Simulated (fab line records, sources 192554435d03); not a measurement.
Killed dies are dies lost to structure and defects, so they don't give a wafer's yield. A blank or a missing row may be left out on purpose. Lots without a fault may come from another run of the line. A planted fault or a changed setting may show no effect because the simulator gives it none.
Which tool did it? | flow n5_finfet | 12 lots, 36 wafers sampled, at 1 step of a route of 1938

WHAT THE GAUGES READ, wafer by wafer
N5_BEOL_M0_CUTY_CD_MEAS_57: target cd 200 nm.
lot  | measured     | on        | cd_nm (nm)
L075 | day 6 01:45  | cd_sem-02 | 201.3 202.5 201.2
L077 | day 6 13:16  | cd_sem-03 | 201.9 202.2 201.6
L079 | day 6 22:05  | cd_sem-03 | 199.0 199.3 200.1
L081 | day 7 15:07  | cd_sem-01 | 198.3 198.6 200.1
L083 | day 7 23:07  | cd_sem-03 | 202.1 201.5 201.6
L085 | day 8 23:44  | cd_sem-02 | 201.0 200.4 199.7
L087 | day 9 09:32  | cd_sem-03 | 200.6 200.2 200.6
L089 | day 9 17:34  | cd_sem-02 | 198.5 200.7 199.4
L091 | day 10 01:52 | cd_sem-03 | 198.8 200.7 200.4
L093 | day 10 20:52 | cd_sem-03 | 200.5 200.8 201.1
L095 | day 11 04:45 | cd_sem-01 | 199.7 199.2 200.4
L097 | day 11 14:43 | cd_sem-02 | 201.1 200.5 200.7

WHICH TOOL RAN EACH LOT (tool, then ch and the chambers of the sampled wafers, then the start)
The record holds no process step before these readings.

THE ANSWER, worked out from the rows above alone
Rule: what is usual is taken from the lots themselves. Put in order of their means at a reading, lots are off if they are a third of the lots or fewer, leave a main group of 4 or more, and stand apart from it by a gap of 3 or more times the standard deviation of the main group's means; of several such gaps the widest counts. A main group whose means are all the same, to the digits that the tables above print for the reading, isn't used. A lot without any number at a reading at which 4 lots or more have one is off too. The other lots that the step has rows for count as sound.
No lot is off at any reading shown: from this, nothing can be told.

WHAT THE SIMULATOR HAD PUT IN
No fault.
